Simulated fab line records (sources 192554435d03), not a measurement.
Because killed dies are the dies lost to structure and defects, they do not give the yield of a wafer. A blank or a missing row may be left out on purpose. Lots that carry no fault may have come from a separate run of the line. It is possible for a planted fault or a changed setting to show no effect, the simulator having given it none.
Code-filled problem report in 8D (eight disciplines) form / flow n5_finfet / the parts of the form that need people (team, actions taken, sign-off) are left out

1. THE ISSUE
rf_fwd_power_W at N5_HKMG_FIN_ETCH_58 reads a mean of 664.6 W on 6 wafers of 2 lots; wafers without a fault read 874.0 W with a standard deviation of 2.5. That puts it -84 standard deviations away from the usual mean.
The step: etches SOC in N2/H2, target depth 215.8 nm, time 741 s.
The first sign was on wafer L702.2 at day 5 13:43, on rie_diel-04. The record holds 26 wafers of 10 lots with a number at this step. By rule, "out" or "out of limits" means more than 4 standard deviations away from the usual mean. Any other wafer with a number is counted as sound.

2. WHAT IT IS AND WHAT IT IS NOT
question=which readings at this step | is=rf_fwd_power_W, rf_vpp_V | is not=drypump_motor_current_A, oes_product_au, showerhead_plenum_p_Torr
question=which lots | is=L702, L703 | is not=L698, L699, L700, L713, L715, L716, L717, L718
question=which wafers of those lots | is=all that have a number | is not=-
question=read on which tools | is=rie_diel-04 | is not=rie_diel-03, rie_diel-05
question=when | is=from day 5 13:43 | is not=up to then (8 sound wafers); but 12 sound wafers of L713, L715, L716, L717, L718 came after

3. WHAT RULES OUT EACH SUSPECT
Counting: any tool at a process step up to the reading is kept as a suspect provided that every lot that is out went through it and no sound lot did after the first of them.
- rie_diel-04 at N5_HKMG_FIN_ETCH_54 (etches SiARC in CF4, target depth 45.5 nm, time 75.8 s): ruled out as a lasting fault. The sound lots L716, L717 went through it after L702, its earliest lot that is out (day 5 13:26).
- rie_diel-04 at N5_HKMG_FIN_ETCH_58 (etches SOC in N2/H2, target depth 215.8 nm, time 741 s): ruled out as a lasting fault. The sound lots L716, L717 went through it after L702, its earliest lot that is out (day 5 13:43).
Left after counting: nothing in the record.

4. THE CAUSE (what the simulator had put in)
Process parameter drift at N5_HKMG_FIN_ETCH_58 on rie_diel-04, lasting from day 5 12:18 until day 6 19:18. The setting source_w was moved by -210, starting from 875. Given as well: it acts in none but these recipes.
Counting ruled it out, wrongly.

5. THE EFFECT CHAIN, in route order
Each row: a reading whose mean over the struck wafers that have a number lies more than 3 standard deviations from the usual. Only readings for which the record gives a usual standard deviation are gone through. hours: the time from each lot's start at the first step in this table that gives one to its start at this step, as a median over the lots. sigmas: the change in usual standard deviations.
hours=0; step=N5_HKMG_FIN_ETCH_58; reading=rf_fwd_power_W; usual=874.0 W; on struck wafers=664.6; change=-209.4; sigmas=-84
hours=0; step=N5_HKMG_FIN_ETCH_58; reading=rf_vpp_V; usual=99.1 V; on struck wafers=109.3; change=+10.2; sigmas=+11
Process steps it contains:
- N5_HKMG_FIN_ETCH_58: etches SOC in N2/H2, target depth 215.8 nm, time 741 s.
Later steps that measure or inspect, where all struck wafers having a row at the step show a number for every such reading and not one has moved that far: N5_BEOL_M4_RC_MEAS_101.

6. WHAT WOULD HAVE CAUGHT IT SOONER
In this record the first reading out of limits was taken at day 5 13:43, 1 hour after the fault began at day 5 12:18.
